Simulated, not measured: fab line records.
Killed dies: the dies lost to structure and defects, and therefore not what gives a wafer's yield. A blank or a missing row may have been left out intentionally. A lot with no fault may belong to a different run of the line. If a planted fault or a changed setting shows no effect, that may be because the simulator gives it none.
fab line records -- flow n5_finfet
record lots=7, wafers=21, last_day=18
route steps=1938 shown MOL_CONTACT_COAG@526 PASSIVATION@1936
lots with no fault: from the same line, run without faults
start_h: hours from the record's opening day to when the first of the lot's shown wafers began -- wait_h: how many hours have passed since the lot's step before this one -- " the same as in the row above -- L1.1+2: a row that stands for several wafers -- - no value present, or no start provided -- * or withheld: withheld -- < > ~ a bound
route shown NAME@n: names a module that has steps shown in the file, with the first one's number in the route -- usual: the fault-free wafers' mean and standard deviation -- same: alike in all rows -- chamber/n: place in a boat -- sites: per-site readings -- _std_site: standard deviation of those values -- _edge_site: the outer-site mean with the inner-site mean subtracted -- radius_mm: for every site, how far away it sits from the centre of the wafer -- mask NAME#n: copy n -- behind: the tool/chamber that last shaped the wafer -- hold: what put the lot on hold/how long, in hours/how the hold closed -- device: whichever transistor did not switch (one of n, p or np) -- end of line: at the end of the route, the tests of the same wafers -- a step without rows: its recipe alone -- killed: at the first sort, the dies lost to defects and structure; wafer yield is something else -- map: dies across one wafer; x = killed, . = not, _ = none there
set.NAME: setting as actually run; set.NAME@STEP: the setting as run at that earlier step -- model.NAME: the simulator's own value behind a step, which no gauge read
a table for each step, a row for each wafer; lots at some steps of the route
services: the hour from which a tool's chamber was out of use, counted from the record's first day as start_h (under 0 if before that day), plus the number of hours and why
## steps
# step N5_MOL_CONTACT_COAG_CD_MEAS_08
# recipe target_cd_nm=28, landing_energy_ev=500, detector=se_inlens, polarity=opening
# usual cd_nm=28.03/0.26
lot.wafer,tool,chamber,start_h,wait_h,cd_nm
L965.2,cd_sem-01,0,107.65,-,28.43
L965.3,cd_sem-01,0,107.65,-,28.00
L965.6,cd_sem-01,0,107.65,-,27.99
L967.1,cd_sem-02,0,119.16,-,27.62
L967.2,cd_sem-02,0,119.16,-,27.44
L967.3,cd_sem-02,0,119.16,-,28.03
L969.2,cd_sem-02,0,129.08,-,27.92
L969.3,cd_sem-02,0,129.08,-,27.68
L969.6,cd_sem-02,0,129.08,-,27.91
L970.2,cd_sem-01,0,135.95,-,28.04
L970.3,cd_sem-01,0,135.95,-,28.02
L970.4,cd_sem-01,0,135.95,-,27.82
L971.2,cd_sem-02,0,143.49,-,28.16
L971.3,cd_sem-02,0,143.49,-,28.37
L971.5,cd_sem-02,0,143.49,-,28.24
L976.2,cd_sem-01,0,180.24,-,27.89
L976.3,cd_sem-01,0,180.24,-,28.01
L976.5,cd_sem-01,0,180.24,-,28.15
L984.1,cd_sem-01,0,222.38,-,27.76
L984.3,cd_sem-01,0,222.38,-,27.82
L984.5,cd_sem-01,0,222.38,-,28.27
# step N5_MOL_CONTACT_COAG_OVL_MEAS_09
# recipe points_per_wafer=522
# usual CA_OVL=-0.5/0.64
lot.wafer,tool,chamber,start_h,wait_h,CA_OVL[nm]
L965.2,overlay-02,0,107.69,0.0,-0.3
L965.3,overlay-02,0,107.69,0.0,0.9
L965.6,overlay-02,0,107.69,0.0,-0.1
L967.1,overlay-02,0,119.19,0.0,-0.2
L967.2,overlay-02,0,119.19,0.0,-0.3
L967.3,overlay-02,0,119.19,0.0,-0.5
L969.2,overlay-01,0,129.12,0.0,0.1
L969.3,overlay-01,0,129.12,0.0,-0.5
L969.6,overlay-01,0,129.12,0.0,-1.0
L970.2,overlay-01,0,135.99,0.0,-0.4
L970.3,overlay-01,0,135.99,0.0,-0.6
L970.4,overlay-01,0,135.99,0.0,-1.9
L971.2,overlay-01,0,143.53,0.0,-0.3
L971.3,overlay-01,0,143.53,0.0,0.2
L971.5,overlay-01,0,143.53,0.0,-0.5
L976.2,overlay-02,0,180.28,0.0,-0.8
L976.3,overlay-02,0,180.28,0.0,-0.2
L976.5,overlay-02,0,180.28,0.0,-0.5
L984.1,overlay-01,0,222.41,0.0,-0.7
L984.3,overlay-01,0,222.41,0.0,-0.1
L984.5,overlay-01,0,222.41,0.0,-0.5
# step N5_MOL_CONTACT_COAG_INSPECT_10
# recipe mode=adi, inspect_instrument=brightfield
# usual raw_defect_count=64/23
lot.wafer,tool,chamber,start_h,wait_h,raw_defect_count
L965.2,defect_inspect-01,-,107.74,0.0,72
L965.3,defect_inspect-01,-,107.74,0.0,33
L965.6,defect_inspect-01,-,107.74,0.0,47
L967.1,defect_inspect-01,-,119.25,0.1,51
L967.2,defect_inspect-01,-,119.25,0.1,47
L967.3,defect_inspect-01,-,119.25,0.1,22
L969.2,defect_inspect-01,-,129.17,0.0,48
L969.3,defect_inspect-01,-,129.17,0.0,67
L969.6,defect_inspect-01,-,129.17,0.0,79
L970.2,defect_inspect-02,-,136.04,0.0,67
L970.3,defect_inspect-02,-,136.04,0.0,75
L970.4,defect_inspect-02,-,136.04,0.0,54
L971.2,defect_inspect-01,-,143.58,0.0,79
L971.3,defect_inspect-01,-,143.58,0.0,47
L971.5,defect_inspect-01,-,143.58,0.0,72
L976.2,defect_inspect-01,-,180.33,0.0,80
L976.3,defect_inspect-01,-,180.33,0.0,65
L976.5,defect_inspect-01,-,180.33,0.0,53
L984.1,defect_inspect-02,-,222.47,0.1,47
L984.3,defect_inspect-02,-,222.47,0.1,55
L984.5,defect_inspect-02,-,222.47,0.1,52
# step N5_MOL_CONTACT_COAG_DESCUM_13
# recipe chemistry=O2, time_s=7, source_power_w=50, bias_power_w=20, pressure_mtorr=20, rf_frequency_hz=2.712e+07, temp_c=40, resist=CAR-EUV, o2_flow_sccm=225
# usual chamber_pressure_mTorr=20.000/0.017, drypump_motor_current_A=5.6/0.53, oes_product_au=0.84/0.092, rf_vpp_V=243.7/1.6, showerhead_plenum_p_Torr=2.13/0.089, temp_c=40.00/0.11, throttle_valve_pct=20.36/0.16
lot.wafer,tool,chamber,start_h,wait_h,chamber_pressure_mTorr,drypump_motor_current_A,oes_product_au,rf_hours_counter_h,rf_vpp_V,showerhead_plenum_p_Torr,temp_c,throttle_valve_pct
L965.2,rie_diel-01,2,107.78,0.0,20.006,5.3,0.98,2,245.3,2.24,40.09,20.26
L965.3,rie_diel-01,0,107.78,0.0,20.012,5.7,0.83,71,243.0,2.12,40.01,20.30
L965.6,rie_diel-01,2,107.78,0.0,20.026,5.3,0.97,-,246.2,2.24,40.00,20.26
L967.1,rie_diel-03,1,119.29,0.0,19.983,6.5,0.91,34,245.6,2.22,39.81,20.31
L967.2,rie_diel-03,0,119.29,0.0,20.004,5.5,0.69,233,240.4,2.06,39.99,20.36
L967.3,rie_diel-03,2,119.29,0.0,20.007,5.3,0.74,183,242.5,1.99,39.96,20.47
L969.2,rie_diel-03,3,129.21,0.0,19.996,4.8,0.73,190,244.7,2.17,39.96,20.73
L969.3,rie_diel-03,0,129.21,0.0,19.988,5.5,0.69,236,242.9,2.05,39.99,20.36
L969.6,rie_diel-03,3,129.21,0.0,19.990,4.8,0.72,-,245.8,2.17,39.88,20.74
L970.2,rie_diel-03,0,136.77,0.7,20.010,5.5,0.69,239,243.6,2.05,40.00,20.35
L970.3,rie_diel-03,2,136.77,0.7,19.975,5.3,0.74,186,241.6,1.99,40.04,20.48
L970.4,rie_diel-03,1,136.77,0.7,20.014,6.4,0.90,40,244.6,2.22,40.05,20.31
L971.2,rie_diel-03,2,143.61,0.0,20.011,5.3,0.74,189,241.3,1.99,39.95,20.47
L971.3,rie_diel-03,0,143.61,0.0,20.011,5.5,0.68,241,242.4,2.05,39.97,20.37
L971.5,rie_diel-03,2,143.61,0.0,20.009,5.3,0.74,-,241.7,1.99,40.09,20.46
L976.2,rie_diel-01,0,181.46,1.1,19.993,5.7,0.80,94,242.9,2.11,39.93,20.33
L976.3,rie_diel-01,3,181.46,1.1,20.005,6.3,0.90,29,242.8,2.05,40.00,20.48
L976.5,rie_diel-01,2,181.46,1.1,19.985,5.3,0.92,-,245.5,2.23,40.04,20.30
L984.1,rie_diel-04,1,222.51,0.0,19.964,5.1,0.86,38,246.2,2.22,39.97,20.13
L984.3,rie_diel-04,3,222.51,0.0,20.015,6.0,0.97,7,245.4,2.22,40.02,20.32
L984.5,rie_diel-04,1,222.51,0.0,20.003,5.1,0.86,-,244.6,2.22,39.86,20.12
# step N5_MOL_CONTACT_COAG_ETCH_59
# recipe chemistry=N2/H2, target=underlayer, target_depth_a=130, mask_material=CAR-EUV, time_s=10.4, ion_energy_ev=200, pressure_mtorr=30, source_w=840, bias_w=150, n2_flow_sccm=200, h2_flow_sccm=200, ends=cleared
# usual bias_w=150.0/0.46, chamber_pressure_mTorr=29.998/0.028, drypump_motor_current_A=5.6/0.53, etch_rf_on_time_s=10.35/0.14, oes_product_au=0.71/0.077, rf_vpp_V=525/3.1, showerhead_plenum_p_Torr=2.59/0.11, throttle_valve_pct=17.80/0.19
lot.wafer,tool,chamber,start_h,wait_h,bias_w,chamber_pressure_mTorr,drypump_motor_current_A,etch_rf_on_time_s,oes_product_au,rf_hours_counter_h,rf_vpp_V,showerhead_plenum_p_Torr,throttle_valve_pct
L965.2,rie_diel-01,2,107.81,0.0,149.8,30.053,5.4,10.40,0.84,2,529,2.72,17.63
L965.3,rie_diel-01,0,107.81,0.0,150.6,30.029,5.8,10.35,0.71,71,525,2.57,17.62
L965.6,rie_diel-01,2,107.81,0.0,149.6,30.018,5.3,10.39,0.84,-,529,2.72,17.64
L967.1,rie_diel-03,1,119.32,0.0,149.7,29.984,6.5,10.26,0.76,34,529,2.71,17.79
L967.2,rie_diel-03,0,119.32,0.0,149.7,30.003,5.5,10.16,0.60,233,524,2.50,17.77
L967.3,rie_diel-03,2,119.32,0.0,150.4,30.048,5.3,10.32,0.63,183,520,2.43,18.02
L969.2,rie_diel-03,3,129.24,0.0,150.4,29.980,4.8,10.20,0.63,190,527,2.63,18.20
L969.3,rie_diel-03,0,129.24,0.0,149.3,30.029,5.5,10.27,0.59,236,523,2.50,17.76
L969.6,rie_diel-03,3,129.24,0.0,149.7,29.968,4.8,10.32,0.63,-,525,2.63,18.18
L970.2,rie_diel-03,0,136.81,0.0,150.0,30.010,5.5,10.16,0.59,239,524,2.50,17.79
L970.3,rie_diel-03,2,136.81,0.0,149.5,30.000,5.3,10.35,0.63,186,519,2.43,18.06
L970.4,rie_diel-03,1,136.81,0.0,150.0,29.983,6.5,10.19,0.75,40,528,2.71,17.80
L971.2,rie_diel-03,2,143.65,0.0,149.9,30.031,5.3,10.39,0.62,189,519,2.43,18.05
L971.3,rie_diel-03,0,143.65,0.0,149.5,29.967,5.5,10.34,0.59,241,522,2.49,17.77
L971.5,rie_diel-03,2,143.65,0.0,149.8,30.028,5.3,10.38,0.63,-,521,2.43,18.05
L976.2,rie_diel-01,0,181.49,0.0,149.8,30.026,5.8,10.34,0.68,94,524,2.56,17.66
L976.3,rie_diel-01,3,181.49,0.0,149.1,30.031,6.3,10.07,0.77,29,522,2.49,17.86
L976.5,rie_diel-01,2,181.49,0.0,150.6,30.019,5.4,10.26,0.78,-,529,2.71,17.66
L984.1,rie_diel-04,1,222.54,0.0,149.3,30.029,5.1,10.40,0.74,39,527,2.71,17.66
L984.3,rie_diel-04,3,222.54,0.0,149.3,29.972,6.1,10.08,0.84,7,529,2.71,17.73
L984.5,rie_diel-04,1,222.54,0.0,150.1,29.980,5.1,10.43,0.73,-,529,2.70,17.65
# step N5_MOL_CONTACT_COAG_ETCH_105
# recipe chemistry=CF4, target=SiARC, target_depth_a=156, mask_material=CAR-EUV, time_s=26, ion_energy_ev=80, pressure_mtorr=40, source_w=545, bias_w=36, Ar_flow_sccm=100, cf4_flow_sccm=100, ends=cleared
# step N5_MOL_CONTACT_COAG_ETCH_106
# recipe chemistry=N2/H2, target=SOC, target_depth_a=800, overetch_a=160, mask_material=SiARC, temp_c=40, time_s=120, ion_energy_ev=200, pressure_mtorr=30, source_w=840, bias_w=150, n2_flow_sccm=200, h2_flow_sccm=200
# usual bias_w=150.0/0.44, chamber_pressure_mTorr=29.998/0.027, drypump_motor_current_A=5.6/0.53, oes_product_au=0.74/0.077, rf_vpp_V=524.9/2.9, showerhead_plenum_p_Torr=2.59/0.11, temp_c=39.97/0.11, throttle_valve_pct=17.77/0.19
lot.wafer,tool,chamber,start_h,wait_h,bias_w,chamber_pressure_mTorr,drypump_motor_current_A,oes_product_au,rf_hours_counter_h,rf_vpp_V,showerhead_plenum_p_Torr,temp_c,throttle_valve_pct
L965.2,rie_diel-01,2,107.86,0.0,150.3,29.991,5.4,0.87,2,530.2,2.72,40.06,17.61
L965.3,rie_diel-01,0,107.86,0.0,151.2,30.017,5.8,0.75,71,524.5,2.57,39.85,17.59
L965.6,rie_diel-01,2,107.86,0.0,150.0,29.970,5.3,0.87,-,528.8,2.72,39.98,17.60
L967.1,rie_diel-03,1,119.37,0.0,149.4,30.005,6.5,0.80,34,528.4,2.71,40.08,17.78
L967.2,rie_diel-03,0,119.37,0.0,149.8,30.003,5.5,0.62,233,522.3,2.50,40.00,17.74
L967.3,rie_diel-03,2,119.37,0.0,149.8,30.012,5.3,0.66,183,521.0,2.43,40.03,18.02
L969.2,rie_diel-03,3,129.29,0.0,150.0,30.025,4.9,0.65,190,525.1,2.63,39.93,18.17
L969.3,rie_diel-03,0,129.29,0.0,150.1,30.038,5.5,0.62,236,522.5,2.50,39.95,17.75
L969.6,rie_diel-03,3,129.29,0.0,149.6,29.981,4.9,0.65,-,525.5,2.63,39.99,18.15
L970.2,rie_diel-03,0,136.86,0.0,150.7,29.969,5.5,0.62,239,523.8,2.50,39.99,17.76
L970.3,rie_diel-03,2,136.86,0.0,149.9,30.029,5.3,0.66,186,521.1,2.43,40.01,18.02
L970.4,rie_diel-03,1,136.86,0.0,149.8,30.031,6.5,0.78,40,529.1,2.71,39.80,17.80
L971.2,rie_diel-03,2,143.70,0.0,150.3,30.016,5.3,0.65,189,521.7,2.43,40.00,18.04
L971.3,rie_diel-03,0,143.70,0.0,150.6,29.990,5.5,0.61,241,523.4,2.49,39.92,17.75
L971.5,rie_diel-03,2,143.70,0.0,149.8,29.967,5.3,0.66,-,523.0,2.43,39.88,18.04
L976.2,rie_diel-01,0,181.54,0.0,149.5,29.967,5.7,0.72,94,523.9,2.56,39.97,17.62
L976.3,rie_diel-01,3,181.54,0.0,150.5,29.987,6.3,0.79,30,522.6,2.49,39.89,17.84
L976.5,rie_diel-01,2,181.54,0.0,150.2,30.010,5.3,0.81,-,527.6,2.71,39.97,17.62
L984.1,rie_diel-04,1,222.59,0.0,150.4,30.007,5.0,0.77,39,527.6,2.70,39.71,17.62
L984.3,rie_diel-04,3,222.59,0.0,149.7,30.004,6.1,0.86,7,528.2,2.71,40.00,17.70
L984.5,rie_diel-04,1,222.59,0.0,150.4,30.015,5.1,0.77,-,527.3,2.70,39.99,17.62
# step N5_MOL_CONTACT_COAG_STRIP_107
# recipe chemistry=N2/H2, temp_c=40, n2_flow_sccm=200, h2_flow_sccm=200, rf_frequency_hz=6e+07
# step N5_MOL_CONTACT_COAG_STRIP_108
# recipe chemistry=N2/H2, temp_c=40, n2_flow_sccm=200, h2_flow_sccm=200, rf_frequency_hz=6e+07
# step N5_MOL_CONTACT_COAG_CONTACT_ETCH_14
# recipe chemistry=C4F6/O2, target=SiO2, target_depth_a=275, overetch_a=85, mask_material=SOC, pressure_mtorr=30, source_w=370, bias_w=185, Ar_flow_sccm=300, C4F6_flow_sccm=16, O2_flow_sccm=10, time_s=20, ion_energy_ev=259.6
# usual bias_w=185.0/0.53, chamber_pressure_mTorr=30.000/0.025, drypump_motor_current_A=5.6/0.53, oes_f_703_au=0.83/0.084, oes_product_au=0.71/0.073, rf_vpp_V=694/3.9, showerhead_plenum_p_Torr=2.93/0.11, throttle_valve_pct=21.21/0.19
lot.wafer,tool,chamber,start_h,wait_h,bias_w,chamber_pressure_mTorr,drypump_motor_current_A,oes_f_703_au,oes_product_au,rf_hours_counter_h,rf_vpp_V,showerhead_plenum_p_Torr,throttle_valve_pct
L965.2,rie_diel-01,2,107.96,0.0,184.9,29.955,5.3,0.97,0.83,2,700,3.07,21.11
L965.3,rie_diel-01,0,107.96,0.0,185.0,30.007,5.7,0.82,0.70,71,694,2.91,21.11
L965.6,rie_diel-01,2,107.96,0.0,185.1,30.049,5.3,0.96,0.83,-,700,3.07,21.12
L967.1,rie_diel-03,1,119.47,0.0,185.2,30.021,6.5,0.88,0.75,34,699,3.05,21.18
L967.2,rie_diel-03,0,119.47,0.0,185.3,30.019,5.5,0.69,0.59,233,692,2.83,21.15
L967.3,rie_diel-03,2,119.47,0.0,184.9,30.020,5.3,0.73,0.63,183,689,2.76,21.41
L969.2,rie_diel-03,3,129.39,0.0,185.5,29.994,4.9,0.74,0.63,190,694,2.98,21.56
L969.3,rie_diel-03,0,129.39,0.0,185.3,29.983,5.5,0.70,0.59,236,691,2.83,21.19
L969.6,rie_diel-03,3,129.39,0.0,185.4,29.974,4.8,0.74,0.63,-,696,2.98,21.56
L970.2,rie_diel-03,0,136.96,0.0,185.3,29.971,5.5,0.69,0.58,239,691,2.83,21.18
L970.3,rie_diel-03,2,136.96,0.0,184.9,30.036,5.3,0.73,0.63,186,687,2.76,21.42
L970.4,rie_diel-03,1,136.96,0.0,185.0,30.013,6.5,0.87,0.75,40,697,3.05,21.18
L971.2,rie_diel-03,2,143.80,0.0,185.7,30.035,5.3,0.73,0.63,189,689,2.76,21.42
L971.3,rie_diel-03,0,143.80,0.0,185.2,30.018,5.5,0.69,0.58,241,693,2.83,21.18
L971.5,rie_diel-03,2,143.80,0.0,185.5,30.016,5.3,0.73,0.63,-,688,2.76,21.42
L976.2,rie_diel-01,0,181.64,0.0,185.2,29.996,5.8,0.80,0.68,94,694,2.90,21.13
L976.3,rie_diel-01,3,181.64,0.0,184.9,30.022,6.3,0.89,0.75,30,691,2.83,21.31
L976.5,rie_diel-01,2,181.64,0.0,185.0,30.028,5.3,0.90,0.78,-,700,3.06,21.14
L984.1,rie_diel-04,1,222.69,0.0,184.6,29.998,5.1,0.85,0.73,39,698,3.03,20.89
L984.3,rie_diel-04,3,222.69,0.0,184.4,29.982,6.0,0.96,0.82,7,698,3.07,21.29
L984.5,rie_diel-04,1,222.69,0.0,183.9,29.989,5.0,0.86,0.73,-,699,3.03,20.90
# step N5_MOL_CONTACT_COAG_STRIP_109
# recipe chemistry=C4F6/O2, resist=SiARC, rf_frequency_hz=6e+07
# step N5_MOL_CONTACT_COAG_ETCH_15
# recipe chemistry=CH3F/O2, target=SiNx, target_depth_a=70, mask_material=SOC, stop_on=Si:P, over_etch_frac=0.75, ion_energy_ev=120, pressure_mtorr=30, source_w=395, bias_w=73, Ar_flow_sccm=150, CH3F_flow_sccm=30, O2_flow_sccm=20
# usual bias_w=73.00/0.23, chamber_pressure_mTorr=30.001/0.028, drypump_motor_current_A=5.6/0.53, oes_f_703_au=0.83/0.084, oes_product_au=0.61/0.064, rf_vpp_V=298/3.3, showerhead_plenum_p_Torr=2.03/0.082, throttle_valve_pct=16.25/0.2
# same over_etch_frac=0.75
lot.wafer,tool,chamber,start_h,wait_h,bias_w,chamber_pressure_mTorr,drypump_motor_current_A,oes_f_703_au,oes_product_au,rf_hours_counter_h,rf_vpp_V,showerhead_plenum_p_Torr,throttle_valve_pct
L965.2,rie_diel-01,2,107.99,0.0,73.36,29.941,5.3,0.96,0.71,2,299,2.14,16.12
L965.3,rie_diel-01,0,107.99,0.0,72.94,30.024,5.8,0.82,0.60,71,299,2.02,16.18
L965.6,rie_diel-01,2,107.99,0.0,73.39,29.963,5.3,0.96,0.71,-,300,2.14,16.11
L967.1,rie_diel-03,1,119.50,0.0,72.80,30.008,6.5,0.88,0.65,34,300,2.13,16.20
L967.2,rie_diel-03,0,119.50,0.0,72.61,29.973,5.5,0.70,0.51,233,297,1.96,16.35
L967.3,rie_diel-03,2,119.50,0.0,73.43,30.044,5.3,0.74,0.54,183,296,1.91,16.46
L969.2,rie_diel-03,3,129.43,0.0,73.10,30.019,4.8,0.73,0.54,190,300,2.07,16.60
L969.3,rie_diel-03,0,129.43,0.0,72.71,30.046,5.5,0.70,0.51,236,297,1.96,16.35
L969.6,rie_diel-03,3,129.43,0.0,73.34,30.047,4.8,0.74,0.53,-,298,2.07,16.60
L970.2,rie_diel-03,0,136.99,0.0,73.16,30.022,5.5,0.69,0.50,239,297,1.96,16.36
L970.3,rie_diel-03,2,136.99,0.0,73.05,29.958,5.3,0.74,0.54,186,295,1.91,16.49
L970.4,rie_diel-03,1,136.99,0.0,73.13,29.962,6.5,0.87,0.64,40,302,2.12,16.21
L971.2,rie_diel-03,2,143.83,0.0,73.13,30.040,5.3,0.73,0.54,189,295,1.91,16.48
L971.3,rie_diel-03,0,143.83,0.0,72.90,30.022,5.5,0.69,0.51,241,297,1.96,16.36
L971.5,rie_diel-03,2,143.83,0.0,72.85,30.007,5.3,0.74,0.54,-,295,1.91,16.45
L976.2,rie_diel-01,0,181.67,0.0,72.90,29.943,5.8,0.79,0.59,94,299,2.02,16.23
L976.3,rie_diel-01,3,181.67,0.0,72.68,29.985,6.3,0.89,0.65,30,294,1.96,16.29
L976.5,rie_diel-01,2,181.67,0.0,73.22,29.973,5.3,0.91,0.67,-,297,2.13,16.15
L984.1,rie_diel-04,1,222.72,0.0,72.97,30.028,5.0,0.86,0.63,39,298,2.12,15.96
L984.3,rie_diel-04,3,222.72,0.0,73.07,30.031,6.0,0.96,0.71,7,300,2.14,16.25
L984.5,rie_diel-04,1,222.72,0.0,72.98,30.047,5.1,0.85,0.63,-,299,2.11,15.97
# step N5_MOL_CONTACT_COAG_ETCH_110
# recipe chemistry=CF4/O2, target=Si, target_depth_a=25, time_s=8, pressure_mtorr=100, source_w=200, bias_w=12, ion_energy_ev=60, Ar_flow_sccm=100, cf4_flow_sccm=100, O2_flow_sccm=10
# usual bias_w=12.00/0.04, chamber_pressure_mTorr=100.01/0.089, drypump_motor_current_A=5.6/0.53, oes_f_703_au=0.83/0.083, oes_product_au=0.83/0.091, rf_vpp_V=128.0/1.8, showerhead_plenum_p_Torr=2.26/0.086, throttle_valve_pct=10.64/0.26
lot.wafer,tool,chamber,start_h,wait_h,bias_w,chamber_pressure_mTorr,drypump_motor_current_A,oes_f_703_au,oes_product_au,rf_hours_counter_h,rf_vpp_V,showerhead_plenum_p_Torr,throttle_valve_pct,model.etch.depth_nm
L965.2,rie_diel-01,2,108.05,0.0,11.99,100.00,5.3,0.96,0.98,2,130.3,2.37,10.39,2.51
L965.3,rie_diel-01,0,108.05,0.0,12.01,100.09,5.7,0.82,0.83,71,128.1,2.25,10.55,2.501
L965.6,rie_diel-01,2,108.05,0.0,12.00,99.95,5.4,0.97,0.98,-,129.7,2.37,10.39,2.532
L967.1,rie_diel-03,1,119.56,0.0,12.01,99.92,6.5,0.88,0.89,34,129.4,2.35,10.51,2.515
L967.2,rie_diel-03,0,119.56,0.0,11.97,99.87,5.5,0.70,0.69,233,126.3,2.19,10.93,2.517
L967.3,rie_diel-03,2,119.56,0.0,12.06,100.07,5.3,0.74,0.74,183,125.6,2.13,10.92,2.475
L969.2,rie_diel-03,3,129.49,0.0,13.68,99.89,4.9,0.74,0.76,190,143.3,2.30,11.04,2.642
L969.3,rie_diel-03,0,129.49,0.0,13.67,100.09,5.5,0.70,0.72,236,142.0,2.19,10.95,2.672
L969.6,rie_diel-03,3,129.49,0.0,13.67,99.93,4.9,0.74,0.76,-,142.1,2.30,11.04,2.642
L970.2,rie_diel-03,0,137.05,0.0,13.53,99.98,5.5,0.70,0.72,239,140.5,2.19,10.96,2.682
L970.3,rie_diel-03,2,137.05,0.0,13.54,100.09,5.3,0.74,0.76,186,139.2,2.13,10.92,2.618
L970.4,rie_diel-03,1,137.05,0.0,13.65,100.13,6.5,0.88,0.91,40,142.3,2.35,10.54,2.666
L971.2,rie_diel-03,2,143.89,0.0,13.60,100.00,5.3,0.74,0.75,189,139.5,2.13,10.94,2.614
L971.3,rie_diel-03,0,143.89,0.0,13.66,99.96,5.5,0.69,0.71,241,140.8,2.19,10.96,2.636
L971.5,rie_diel-03,2,143.89,0.0,13.62,99.85,5.3,0.74,0.75,-,140.1,2.13,10.94,2.609
L976.2,rie_diel-01,0,181.73,0.0,11.98,99.95,5.7,0.79,0.80,94,128.4,2.24,10.61,2.504
L976.3,rie_diel-01,3,181.73,0.0,11.96,100.04,6.3,0.89,0.89,30,125.2,2.19,10.57,2.536
L976.5,rie_diel-01,2,181.73,0.0,11.93,100.02,5.3,0.91,0.91,-,128.9,2.36,10.45,2.496
L984.1,rie_diel-04,1,222.78,0.0,12.04,100.01,5.0,0.85,0.86,39,126.8,2.35,10.35,2.527
L984.3,rie_diel-04,3,222.78,0.0,12.01,99.93,6.0,0.96,0.98,7,127.8,2.36,10.51,2.608
L984.5,rie_diel-04,1,222.78,0.0,12.04,100.01,5.1,0.85,0.87,-,128.4,2.35,10.33,2.527
# step N5_MOL_CONTACT_COAG_STRIP_98
# recipe chemistry=N2/H2, power_w=500, temp_c=40, pressure_mtorr=50, rf_frequency_hz=6e+07, overash_fraction=0.3, bias_power_w=8, h2_frac=0.5, n2_flow_sccm=300, h2_flow_sccm=300
# step N5_PASSIVATION_PROBE_49
# usual killed_at_M0_to_M3=36/11, killed_at_M4_up=14/5.6, killed_at_contacts=11/5.6, killed_at_front_end=40/12, killed_at_other=4/3.2, killed_dies=105/17, killed_open=69/12, killed_short=34/8.4
# same gross_dies=1180, killed_at_back_side=0
lot.wafer,tool,chamber,start_h,wait_h,killed_at_M0_to_M3,killed_at_M4_up,killed_at_contacts,killed_at_front_end,killed_at_other,killed_dies,killed_open,killed_short
L967.1,prober-01,-,343.51,0.1,25,13,10,39,2,89,68,20
L967.2,prober-01,-,343.56,0.1,18,12,10,38,0,78,54,24
L967.3,prober-01,-,343.61,0.2,22,26,6,29,2,85,55,28
L965.2,prober-01,-,345.23,0.1,38,17,10,32,7,104,59,42
L965.3,prober-01,-,345.28,0.1,36,7,13,33,5,94,65,29
L965.6,prober-01,-,345.43,0.3,38,13,8,28,4,91,61,30
# killed by level:class
L967.1 DUMMY_GATE:geometric_particle:open=12 FIN_SAQP:geometric_particle:open=10 FIN_SAQP:geometric_particle:short=10 MOL_CONTACT_COAG:geometric_particle:open=9 BEOL_M2:geometric_particle:open=9 BEOL_M0_SAQP:geometric_particle:open=7 BEOL_M4:geometric_particle:open=5 BEOL_M3:geometric_particle:open=4
L967.2 DUMMY_GATE:geometric_particle:open=9 MOL_CONTACT_COAG:geometric_particle:open=7 FIN_SAQP:geometric_particle:short=6 FIN_SAQP:geometric_particle:open=5 BEOL_M2:geometric_particle:open=4 STI_FIN_REVEAL:geometric_particle:open=4 BEOL_M1:geometric_particle:open=4 BEOL_M4:geometric_particle:open=4
L967.3 FIN_SAQP:geometric_particle:short=8 BEOL_M8:geometric_particle:open=7 BEOL_M2:geometric_particle:open=7 BEOL_M5:geometric_particle:open=7 FIN_SAQP:geometric_particle:open=5 BEOL_M1:geometric_particle:open=5 MOL_CONTACT_COAG:geometric_particle:open=4 BEOL_M0_SAQP:geometric_particle:open=3
L965.2 BEOL_M0_SAQP:geometric_particle:short=15 BEOL_M2:geometric_particle:open=9 BEOL_M4:geometric_particle:open=8 BEOL_M0_SAQP:geometric_particle:open=8 MOL_CONTACT_COAG:geometric_particle:short=5 MOL_CONTACT_COAG:geometric_particle:open=5 STARTING-WAFER:geometric_particle:open=5 DUMMY_GATE:geometric_particle:open=4
L965.3 MOL_CONTACT_COAG:geometric_particle:open=11 BEOL_M0_SAQP:geometric_particle:open=11 STI_FIN_REVEAL:geometric_particle:open=10 BEOL_M2:geometric_particle:open=10 FIN_SAQP:geometric_particle:short=7 BEOL_M0_SAQP:geometric_particle:short=5 STI_FIN_REVEAL:geometric_particle:short=4 BEOL_M0:geometric_particle:open=3
L965.6 BEOL_M0_SAQP:geometric_particle:open=15 BEOL_M2:geometric_particle:open=10 BEOL_M4:geometric_particle:open=8 MOL_CONTACT_COAG:geometric_particle:open=7 BEOL_M0_SAQP:geometric_particle:short=6 FIN_SAQP:geometric_particle:short=5 STARTING-WAFER:geometric_particle:short=5 FIN_SAQP:geometric_particle:open=4
## services
tool,chamber,start_h,hours,kind
rie_diel-01,2,85.67,-,clean
rie_diel-01,2,85.67,-,consumable_replace:focus_ring
rie_diel-01,2,85.67,-,consumable_replace:showerhead
rie_diel-01,2,85.67,16.1,scheduled_down
rie_diel-01,2,85.67,16.1,vent_cycle
rie_diel-04,1,92.78,-,clean
rie_diel-04,1,92.78,-,consumable_replace:focus_ring
rie_diel-04,1,92.78,-,consumable_replace:showerhead
rie_diel-04,1,92.78,18.6,scheduled_down
rie_diel-04,1,92.78,18.6,vent_cycle
rie_diel-04,3,103.26,4.3,repair
rie_diel-01,-,129.43,10.9,repair
rie_diel-04,3,138.33,9.4,repair
rie_diel-01,2,143.52,8.2,repair
rie_diel-03,0,165.44,-,clean
rie_diel-03,0,165.44,-,consumable_replace:focus_ring
rie_diel-03,0,165.44,20.8,scheduled_down
rie_diel-03,0,165.44,20.8,vent_cycle
rie_diel-04,3,182.81,-,clean
rie_diel-04,3,182.81,-,consumable_replace:focus_ring
rie_diel-04,3,182.81,-,consumable_replace:showerhead
rie_diel-04,3,182.81,17.6,scheduled_down
rie_diel-04,3,182.81,17.6,vent_cycle
## key
first_sign step=N5_MOL_CONTACT_COAG_ETCH_110, reading=bias_w, direction=up, sigmas=41, usual=*, struck=*
effect step=N5_MOL_CONTACT_COAG_ETCH_110, reading=rf_vpp_V, direction=up, sigmas=7.2, usual=128.0, struck=141.1
model_effect step=N5_MOL_CONTACT_COAG_ETCH_110, value=etch.depth_nm, without=2.506, struck=2.642
met_at N5_MOL_CONTACT_COAG_ETCH_110
struck_wafers L969.2,L969.3,L969.6,L970.2,L970.3,L970.4,L971.2,L971.3,L971.5
rows_end L969.2,L969.3,L969.6,L971.2,L971.3,L971.5
tester_left_out L970
onset_between 119.56 129.49
fault kind=process_parameter_drift, tool=rie_diel-03, chamber=-, onset_h=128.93, steps=N5_MOL_CONTACT_COAG_ETCH_110, channel=bias_w, offset=*, shape=step, acts_in=*, stated=*
# tester_left_out: of these lots the tester's yield and bins aren't shown, on N5 and GAA mostly nor the transistor test; their killed dies are dies lost to structure and defects alone, not to doping, threshold or leakage, so they don't give the yield
# rows_end: these wafers met a further fault down the route, and their rows from its step on are left out
